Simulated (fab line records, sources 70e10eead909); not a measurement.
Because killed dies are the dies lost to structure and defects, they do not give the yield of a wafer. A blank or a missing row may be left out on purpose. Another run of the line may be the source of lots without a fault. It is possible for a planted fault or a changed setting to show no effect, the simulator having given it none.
fab line records	flow nandHarc	part 1 of 2: steps 1 to 4 of 6
record lots=23	wafers=69	lastDay=24
route steps=1159 shown A_BLC@980 A_M0@1007 A_M1@1044
lots that met no fault: taken from a fault-free run of the same line
startH: hours from the record's opening day to when the first of the lot's shown wafers began	waitH: time in hours since the lot's previous step	" same as the row above	L1.1+2: a row that stands for several wafers	- either no value or no given start	* or withheld: withheld	< > ~ a bound
route shown NAME@n: NAME is a module with steps in the file, n the number in the route of the first one	usual: average and standard deviation across the fault-free wafers	same: alike in all rows	chamber/n: place in a boat	sites: per-site readings	_std_site: standard deviation of those values	_edge_site: the outer-site mean with the inner-site mean subtracted	radiusMm: for every site, how far away it sits from the centre of the wafer	mask NAME#n: copy n	behind: tool/chamber where the wafer was last shaped	hold: the reason the lot was held/the length of the hold in hours/how it ended	device: transistor that didn't switch, given as n, p or np	end of line: the same wafers' tests at the end of the route	a step without rows: its recipe alone	killed: dies that structure and defects cost at the first sort, which is not the same as the wafer's yield	map: per-die view of a wafer (x killed, . not killed, _ where there is no die)
set.NAME: the setting as run; set.NAME@STEP: as run at that earlier step	model.NAME: the simulator's own value behind a step, which no gauge read
route steps across a sampled set of lots; one table per step, one row per wafer
services: a tool's chamber out of use, with start hour (startH, from the record's first day; less than 0 if before it), hours out, and reason
## steps
# step NHARC_A_BLC_ETCH_18
# recipe targetDepthA=9100	c4f8FlowSccm=20	o2FlowSccm=10	arFlowSccm=withheld	rfW=600	biasW=1500	chemistry=C4F8/O2/Ar
# usual oesProductAu=0.956/0.021	rfVppV=978/5.1
lot.wafer	tool	chamber	startH	waitH	oesProductAu	rfHoursCounterH	rfVppV
L076.1	rieDiel-07	2	-	-	0.935	15	973
L076.2	"	0	"	"	0.919	16	982
L076.6	"	2	"	"	0.937	-	974
L074.3	rieDiel-06	2	-	-	0.925	49	989
L074.1	"	1	"	"	0.931	53	977
L074.4	"	2	"	"	0.929	-	989
L075.3	rieDiel-11	0	-	-	0.916	4	970
L075.4	"	3	"	"	0.899	-	980
L075.5	"	0	"	"	0.912	-	971
L077.1	rieDiel-07	3	-	-	0.977	18	979
L077.2	"	0	"	"	0.949	17	984
L077.4	"	1	"	"	0.964	17	972
L078.1	rieDiel-11	0	-	-	0.953	4	970
L078.3	"	2	"	"	0.958	3	982
L078.6	"	3	"	"	0.948	-	980
L079.3	rieDiel-07	3	-	-	0.975	1	980
L079.1	"	1	"	"	0.973	1	972
L079.5	"	3	"	"	0.966	-	979
L081.3	rieDiel-07	1	-	-	0.963	1	971
L081.2	"	3	"	"	0.964	1	981
L081.4	"	2	"	"	0.947	-	974
L082.2	rieDiel-07	2	-	-	0.961	4	973
L082.1	"	1	"	"	0.978	4	971
L082.4	"	3	"	"	0.973	-	981
L083.1	rieDiel-11	1	-	-	0.963	5	979
L083.2	"	2	"	"	0.972	8	981
L083.5	"	1	"	"	0.969	-	979
L084.3	rieDiel-06	0	-	-	0.946	10	974
L084.5	"	1	"	"	0.961	-	980
L084.4	"	2	"	"	0.950	-	989
L087.2	rieDiel-07	3	-	-	0.983	5	982
L087.3	"	2	"	"	0.967	5	975
L087.5	"	3	"	"	0.978	-	981
L088.2	rieDiel-06	2	-	-	0.953	18	987
L088.3	"	0	"	"	0.968	18	973
L088.4	"	2	"	"	0.957	-	988
L086.1	rieDiel-07	3	-	-	0.966	6	981
L086.3	"	0	"	"	0.962	1	984
L086.5	"	2	"	"	0.969	-	975
L089.6	rieDiel-06	2	-	-	0.936	-	987
L089.4	"	0	"	"	0.939	-	973
L089.5	"	1	"	"	0.943	-	979
L085.3	rieDiel-07	3	-	-	0.979	7	980
L085.4	"	1	"	"	0.993	6	971
L085.5	"	3	"	"	0.983	-	981
L092.2	rieDiel-07	1	-	-	1.003	7	971
L092.3	"	2	"	"	0.980	7	975
L092.6	"	1	"	"	1.000	-	971
L091.2	rieDiel-11	2	-	-	0.971	13	982
L091.1	"	0	"	"	0.951	15	971
L091.6	"	2	"	"	0.965	-	981
L090.2	rieDiel-07	2	-	-	0.961	9	975
L090.4	"	3	"	"	0.974	8	980
L090.6	"	2	"	"	0.954	-	974
L093.3	rieDiel-07	3	-	-	0.965	9	980
L093.1	"	1	"	"	0.990	9	972
L093.5	"	2	"	"	0.959	-	974
L097.1	rieDiel-11	1	-	-	0.981	13	979
L097.2	"	3	"	"	0.945	17	982
L097.5	"	1	"	"	0.979	-	979
L095.4	rieDiel-07	2	-	-	0.976	10	977
L095.1	"	1	"	"	0.982	10	970
L095.6	"	3	"	"	0.962	-	979
L096.4	rieDiel-11	2	-	-	0.917	17	983
L096.3	"	3	"	"	0.912	18	979
L096.5	"	0	"	"	0.924	-	971
L094.4	rieDiel-07	0	-	-	0.959	7	984
L094.2	"	3	"	"	0.923	12	980
L094.6	"	1	"	"	0.923	-	972
# step NHARC_A_BLC_STRIP_29
# recipe cf4FlowSccm=150	arFlowSccm=0	biasW=0	chemistry=CF4
# usual cf4FlowSccm=149.9/0.42	drypumpMotorCurrentA=5.6/0.51	mfcArSccm=0.008/0.0074	oesProductAu=1.000/0.011	rfVppV=59.4/0.89	showerheadPlenumPTorr=1.76/0.06	throttleValvePct=13.282/0.0094
lot.wafer	tool	chamber	startH	waitH	cf4FlowSccm	drypumpMotorCurrentA	mfcArSccm	oesProductAu	rfHoursCounterH	rfVppV	showerheadPlenumPTorr	throttleValvePct
L076.1	rieDiel-07	0	399.03	0.1	150.1	6.3	0.013	0.994	16	60.8	1.84	13.288
L076.2	"	1	"	"	149.8	4.9	0	1.012	16	58.5	1.69	13.291
L076.6	"	3	"	"	150.5	5.3	0.003	1.003	-	60.2	1.79	13.297
L074.4	rieDiel-07	2	400.96	0.1	150.5	5.3	0.014	1.010	15	58.3	1.72	13.275
L074.3	"	3	"	"	149.9	5.3	0.003	1.012	17	59.1	1.79	13.276
L074.1	"	0	"	"	149.8	6.3	0.013	0.993	17	59.7	1.84	13.278
L075.3	rieDiel-11	0	401.81	0.1	149.8	6.5	0.022	0.984	4	58.8	1.67	13.290
L075.5	"	3	"	"	150.1	5.8	0.006	0.985	-	59.7	1.80	13.282
L075.4	"	0	"	"	149.6	6.5	0.022	0.986	-	58.6	1.67	13.304
L077.2	rieDiel-07	2	403.94	0.1	149.9	5.3	0.014	1.026	16	59.6	1.72	13.287
L077.1	"	3	"	"	150.1	5.3	0.003	1.005	18	58.8	1.79	13.275
L077.4	"	1	"	"	149.3	4.9	0	1.019	17	59.6	1.69	13.279
L078.3	rieDiel-11	2	404.87	0.1	149.9	5.8	0	0.990	3	59.9	1.82	13.284
L078.1	"	3	"	"	149.6	5.8	0.006	0.987	4	57.5	1.80	13.271
L078.6	"	0	"	"	150.0	6.6	0.022	0.992	-	59.0	1.67	13.278
L079.1	rieDiel-11	2	425.10	0.1	150.0	5.8	0	0.997	6	60.8	1.82	13.267
L079.3	"	3	"	"	149.8	5.8	0.006	0.985	7	60.0	1.79	13.279
L079.5	"	0	"	"	149.9	6.5	0.022	1.001	-	60.6	1.67	13.291
L081.3	rieDiel-11	0	426.37	0.1	150.1	6.6	0.022	0.998	7	59.1	1.67	13.285
L081.2	"	1	"	"	150.2	5.7	0.012	0.994	3	60.0	1.78	13.286
L081.4	"	2	"	"	150.2	5.8	0	0.997	6	59.2	1.82	13.298
L082.2	rieDiel-07	2	447.32	0.1	149.9	5.3	0.014	0.998	4	58.0	1.72	13.301
L082.1	"	1	"	"	149.2	5.0	0	1.016	4	59.7	1.68	13.295
L082.4	"	2	"	"	150.1	5.4	0.014	1.013	-	59.8	1.72	13.285
L083.1	rieDiel-07	3	447.87	0.1	149.9	5.3	0.003	1.014	4	58.0	1.79	13.284
L083.2	"	2	"	"	150.5	5.4	0.014	0.999	4	60.0	1.72	13.279
L083.5	"	3	"	"	149.6	5.3	0.003	1.014	-	59.5	1.79	13.279
L084.4	rieDiel-11	0	449.87	0.1	149.3	6.6	0.022	0.995	9	59.9	1.67	13.289
L084.3	"	1	"	"	149.6	5.7	0.012	0.988	5	58.1	1.78	13.294
L084.5	"	0	"	"	149.6	6.6	0.022	0.986	-	58.7	1.67	13.284
L087.2	rieDiel-07	0	454.66	0.1	150.2	6.3	0.013	0.987	0	59.7	1.84	13.283
L087.3	"	1	"	"	149.2	5.0	0	1.014	5	58.4	1.68	13.272
L087.5	"	2	"	"	150.1	5.4	0.014	0.997	-	59.1	1.72	13.282
L088.4	rieDiel-07	2	466.00	0.1	149.6	5.3	0.014	0.993	6	60.0	1.72	13.277
L088.3	"	0	"	"	150.2	6.3	0.013	1.002	1	60.0	1.84	13.285
L088.2	"	1	"	"	150.5	4.9	0	1.013	6	57.7	1.68	13.293
L086.1	rieDiel-07	0	476.44	0.1	149.9	6.3	0.013	1.005	1	59.8	1.84	13.276
L086.3	"	2	"	"	150.0	5.3	0.014	0.989	6	58.4	1.71	13.280
L086.5	"	0	"	"	149.6	6.3	0.013	1.004	-	58.3	1.84	13.293
L089.6	rieDiel-06	2	477.80	0.1	149.8	5.4	0.018	1.003	-	60.8	1.89	13.296
L089.5	"	0	"	"	150.4	5.1	0	1.021	-	58.5	1.69	13.274
L089.4	"	1	"	"	149.9	6.0	0	1.009	-	58.5	1.76	13.279
L085.3	rieDiel-11	3	477.89	0.1	150.7	5.8	0.006	0.988	12	59.8	1.79	13.279
L085.4	"	1	"	"	150.3	5.7	0.012	1.011	9	60.7	1.78	13.290
L085.5	"	0	"	"	149.6	6.5	0.022	1.004	-	59.3	1.67	13.248
L092.2	rieDiel-07	0	484.68	0.1	149.6	6.3	0.013	0.990	2	58.0	1.84	13.290
L092.3	"	2	"	"	149.5	5.3	0.014	0.987	7	59.8	1.72	13.276
L092.6	"	1	"	"	150.4	4.9	0	1.011	-	59.0	1.68	13.287
L091.1	rieDiel-07	1	496.40	0.1	149.2	5.0	0	1.016	8	58.3	1.68	13.280
L091.2	"	2	"	"	149.6	5.3	0.014	1.008	8	59.4	1.71	13.282
L091.6	"	1	"	"	149.5	5.0	0	1.019	-	58.3	1.68	13.301
L090.4	rieDiel-11	3	501.47	0.1	150.3	5.8	0.006	0.998	14	58.9	1.79	13.293
L090.2	"	0	"	"	150.2	6.6	0.022	0.993	15	58.8	1.67	13.270
L090.6	"	2	"	"	149.8	5.8	0	0.991	-	60.1	1.81	13.286
L093.1	rieDiel-07	0	504.89	0.1	150.4	6.3	0.013	1.002	4	59.2	1.84	13.297
L093.3	"	2	"	"	149.8	5.4	0.014	0.999	9	59.2	1.71	13.283
L093.5	"	3	"	"	150.4	5.3	0.003	0.997	-	59.6	1.79	13.293
L097.2	rieDiel-11	3	521.52	0.1	150.0	5.8	0.006	0.993	17	58.9	1.79	13.277
L097.1	"	0	"	"	150.4	6.5	0.022	0.996	18	59.8	1.67	13.286
L097.5	"	2	"	"	150.5	5.8	0	0.998	-	60.0	1.81	13.272
L095.1	rieDiel-07	0	521.66	0.1	149.8	6.3	0.013	0.994	6	58.5	1.84	13.268
L095.4	"	3	"	"	150.2	5.3	0.003	0.996	11	58.6	1.79	13.297
L095.6	"	1	"	"	149.6	4.9	0	1.007	-	60.5	1.68	13.276
L096.3	rieDiel-07	0	529.07	0.1	149.4	6.3	0.013	0.998	6	58.8	1.84	13.298
L096.4	"	2	"	"	151.1	5.4	0.014	1.006	11	59.0	1.71	13.273
L096.5	"	0	"	"	149.4	6.3	0.013	1.003	-	60.1	1.84	13.278
L094.2	rieDiel-07	2	534.27	0.1	150.0	5.4	0.014	0.987	11	59.5	1.71	13.300
L094.4	"	3	"	"	150.2	5.3	0.003	1.001	12	58.5	1.79	13.295
L094.6	"	2	"	"	149.9	5.3	0.014	0.986	-	60.2	1.71	13.276
# step NHARC_A_M0_DESCUM_14
# recipe timeS=3	o2FlowSccm=200	arFlowSccm=0	biasPowerW=0	chemistry=O2
# usual drypumpMotorCurrentA=5.67/0.3	mfcArSccm=0.010/0.011	oesProductAu=1.001/0.0089	rfVppV=57.8/0.99	showerheadPlenumPTorr=1.90/0.082	throttleValvePct=11.313/0.0097
lot.wafer	tool	chamber	startH	waitH	drypumpMotorCurrentA	mfcArSccm	oesProductAu	rfHoursCounterH	rfVppV	showerheadPlenumPTorr	throttleValvePct
L076.2	rieDiel-10	3	404.62	0.1	5.54	0.003	1.003	4.9	57.6	1.84	11.319
L076.1	"	1	"	"	5.37	0	1.007	2.7	60.5	2.05	11.309
L076.6	"	2	"	"	5.41	0.009	0.990	-	58.0	1.83	11.314
L074.1	rieDiel-04	3	408.26	0.1	5.36	0.009	0.989	7.6	58.8	1.81	11.304
L074.3	"	0	"	"	5.75	0	0.994	5.1	58.6	1.87	11.303
L074.4	"	2	"	"	5.57	0	1.008	6.8	58.7	1.85	11.303
L075.3	rieDiel-04	1	409.14	0.1	6.18	0.033	1.009	6.1	58.1	1.93	11.304
L075.4	"	2	"	"	5.53	0	1.004	6.9	58.0	1.85	11.322
L075.5	"	0	"	"	5.73	0	1.014	-	57.9	1.87	11.326
L077.2	rieDiel-09	2	413.01	0.1	6.20	0	1.000	10.7	57.2	1.84	11.326
L077.1	"	3	"	"	5.90	0.025	1.004	8.2	60.3	2.00	11.305
L077.4	"	3	"	"	5.92	0.025	0.998	-	57.3	2.00	11.309
L078.1	rieDiel-04	0	413.19	0.1	5.72	0	1.009	5.5	55.9	1.87	11.324
L078.3	"	2	"	"	5.55	0	1.004	7.4	57.9	1.85	11.327
L078.6	"	1	"	"	6.18	0.033	1.011	-	57.2	1.93	11.317
L079.1	rieDiel-10	2	430.05	0.1	5.42	0.009	0.992	4.8	57.8	1.83	11.303
L079.3	"	1	"	"	5.37	0	1.001	3.9	55.9	2.05	11.313
L079.5	"	2	"	"	5.40	0.009	0.990	-	56.3	1.83	11.313
L081.4	rieDiel-10	0	430.64	0.1	5.25	0.002	1.005	5.5	58.4	2.04	11.313
L081.2	"	1	"	"	5.35	0	1.018	3.9	58.2	2.05	11.307
L081.3	"	2	"	"	5.40	0.009	0.998	4.9	57.6	1.83	11.313
L082.4	rieDiel-10	0	450.26	0.1	5.26	0.002	1.002	8.4	57.5	2.04	11.313
L082.2	"	2	"	"	5.42	0.009	1.007	6.8	57.2	1.83	11.308
L082.1	"	3	"	"	5.56	0.003	1.008	8.9	57.2	1.84	11.321
L083.1	rieDiel-04	1	451.02	0.1	6.17	0.033	1.011	10.8	57.8	1.92	11.310
L083.2	"	0	"	"	5.68	0	1.013	9.4	55.4	1.86	11.302
L083.5	"	1	"	"	6.15	0.033	0.997	-	58.6	1.92	11.304
L084.4	rieDiel-04	1	452.89	0.1	6.18	0.033	1.009	11.3	57.5	1.92	11.325
L084.3	"	3	"	"	5.38	0.009	0.991	12.0	58.4	1.80	11.325
L084.5	"	1	"	"	6.13	0.033	1.003	-	56.5	1.92	11.323
L087.3	rieDiel-09	3	464.05	0.1	5.89	0.025	0.994	1.8	58.3	2.00	11.302
L087.2	"	1	"	"	5.70	0.005	1.011	1.7	58.1	1.87	11.316
L087.5	"	2	"	"	6.20	0	1.000	-	57.7	1.83	11.309
L088.4	rieDiel-10	1	476.67	0.1	5.36	0	0.994	7.0	56.8	2.05	11.301
L088.3	"	3	"	"	5.57	0.003	0.986	10.0	57.7	1.84	11.303
L088.2	"	0	"	"	5.26	0.002	1.007	9.4	56.6	2.04	11.318
L086.1	rieDiel-04	3	479.43	0.1	5.36	0.009	0.984	0.4	56.2	1.80	11.310
L086.3	"	1	"	"	6.15	0.033	0.996	0.2	57.9	1.92	11.315
L086.5	"	3	"	"	5.36	0.009	0.985	-	59.6	1.80	11.300
L089.4	rieDiel-09	3	480.73	0.1	5.90	0.025	0.989	3.7	58.6	2.00	11.324
L089.5	"	0	"	"	5.56	0.020	0.996	-	59.0	1.96	11.294
L089.6	"	1	"	"	5.70	0.005	1.015	-	57.7	1.87	11.308
L085.3	rieDiel-10	2	481.16	0.1	5.40	0.009	1.004	8.5	58.8	1.83	11.312
L085.4	"	3	"	"	5.55	0.003	0.991	10.3	55.9	1.84	11.331
L085.5	"	2	"	"	5.41	0.009	1.002	-	57.4	1.83	11.302
L092.2	rieDiel-09	0	495.09	0.1	5.54	0.020	1.006	5.6	58.7	1.96	11.301
L092.3	"	1	"	"	5.69	0.005	1.016	5.4	56.2	1.87	11.318
L092.6	"	3	"	"	5.92	0.025	0.994	-	59.4	2.00	11.316
L091.2	rieDiel-04	2	503.43	0.1	5.54	0	1.006	1.8	56.8	1.85	11.292
L091.1	"	0	"	"	5.70	0	1.002	1.3	59.3	1.86	11.305
L091.6	"	1	"	"	6.09	0.033	1.007	-	56.8	1.92	11.290
L090.4	rieDiel-09	0	511.56	0.1	5.50	0.020	0.993	6.5	59.0	1.96	11.311
L090.2	"	2	"	"	6.18	0	0.993	6.4	56.8	1.83	11.316
L090.6	"	0	"	"	5.56	0.020	0.999	-	57.3	1.96	11.295
L093.1	rieDiel-09	1	512.41	0.1	5.77	0.005	1.016	6.3	58.5	1.87	11.295
L093.3	"	3	"	"	5.91	0.025	0.988	6.7	57.9	2.00	11.318
L093.5	"	1	"	"	5.72	0.005	1.018	-	56.2	1.86	11.326
L097.2	rieDiel-04	2	524.50	0.1	5.55	0	1.008	3.6	58.6	1.84	11.303
L097.1	"	3	"	"	5.36	0.009	0.990	2.8	55.3	1.80	11.317
L097.5	"	2	"	"	5.55	0	1.015	-	58.5	1.85	11.296
L095.4	rieDiel-09	0	524.95	0.1	5.55	0.020	0.999	7.9	58.1	1.96	11.318
L095.1	"	1	"	"	5.66	0.005	1.000	7.6	58.6	1.86	11.323
L095.6	"	3	"	"	5.90	0.025	0.970	-	59.1	2.00	11.304
L096.3	rieDiel-09	3	536.89	0.1	5.91	0.025	0.997	9.6	57.8	2.00	11.325
L096.4	"	0	"	"	5.53	0.020	1.009	9.3	58.5	1.96	11.308
L096.5	"	2	"	"	6.21	0	1.002	-	56.5	1.83	11.318
L094.2	rieDiel-04	3	540.79	0.1	5.36	0.009	0.993	3.6	56.1	1.80	11.310
L094.4	"	2	"	"	5.56	0	1.002	4.5	58.2	1.84	11.299
L094.6	"	0	"	"	5.76	0	0.993	-	57.9	1.86	11.313
# step NHARC_A_M0_THK_MEAS_24
# recipe thkMeasGauge=xrf
# usual thkNm=113.9/1.5
lot.wafer	tool	chamber	startH	waitH	thkNm
L076.1	filmMetro-02	-	407.02	-	115.6
L076.2	"	-	"	"	116.6
L076.6	"	-	"	"	113.9
L074.1	filmMetro-02	-	410.65	-	114.8
L074.3	"	-	"	"	113.4
L074.4	"	-	"	"	113.5
L075.3	filmMetro-02	-	411.44	-	113.5
L075.4	"	-	"	"	115.1
L075.5	"	-	"	"	112.1
L077.1	filmMetro-02	-	415.40	-	111.1
L077.2	"	-	"	"	112.9
L077.4	"	-	"	"	114.2
L078.1	filmMetro-02	-	415.65	-	114.6
L078.3	"	-	"	"	113.3
L078.6	"	-	"	"	114.6
L079.1	filmMetro-02	-	432.49	-	110.1
L079.3	"	-	"	"	112.5
L079.5	"	-	"	"	114.1
L081.2	filmMetro-02	-	432.96	-	114.7
L081.3	"	-	"	"	112.0
L081.4	"	-	"	"	112.4
L082.1	filmMetro-02	-	452.57	-	114.2
L082.2	"	-	"	"	113.8
L082.4	"	-	"	"	114.5
L083.1	filmMetro-02	-	453.37	-	113.9
L083.2	"	-	"	"	115.2
L083.5	"	-	"	"	116.0
L084.3	filmMetro-02	-	455.31	-	113.1
L084.4	"	-	"	"	112.8
L084.5	"	-	"	"	114.0
L087.2	filmMetro-01	-	466.37	-	114.3
L087.3	"	-	"	"	115.6
L087.5	"	-	"	"	112.4
L088.2	filmMetro-02	-	479.20	-	114.0
L088.3	"	-	"	"	113.6
L088.4	"	-	"	"	114.7
L086.1	filmMetro-01	-	481.74	-	112.4
L086.3	"	-	"	"	111.6
L086.5	"	-	"	"	115.0
L089.4	filmMetro-02	-	483.04	-	114.3
L089.5	"	-	"	"	114.9
L089.6	"	-	"	"	112.5
L085.3	filmMetro-02	-	483.52	-	113.5
L085.4	"	-	"	"	112.7
L085.5	"	-	"	"	113.4
L092.2	filmMetro-01	-	497.46	-	112.6
L092.3	"	-	"	"	114.3
L092.6	"	-	"	"	111.9
L091.1	filmMetro-01	-	506.01	-	115.6
L091.2	"	-	"	"	116.2
L091.6	"	-	"	"	114.4
L090.2	filmMetro-01	-	513.92	-	115.8
L090.4	"	-	"	"	116.5
L090.6	"	-	"	"	113.1
L093.1	filmMetro-01	-	514.76	-	114.8
L093.3	"	-	"	"	114.6
L093.5	"	-	"	"	116.2
L097.1	filmMetro-02	-	526.85	-	116.6
L097.2	"	-	"	"	117.2
L097.5	"	-	"	"	115.6
L095.1	filmMetro-01	-	527.42	-	115.1
L095.4	"	-	"	"	115.9
L095.6	"	-	"	"	115.6
L096.3	filmMetro-01	-	539.64	-	113.2
L096.4	"	-	"	"	114.9
L096.5	"	-	"	"	112.8
L094.2	filmMetro-01	-	543.10	-	114.2
L094.4	"	-	"	"	114.3
L094.6	"	-	"	"	116.3
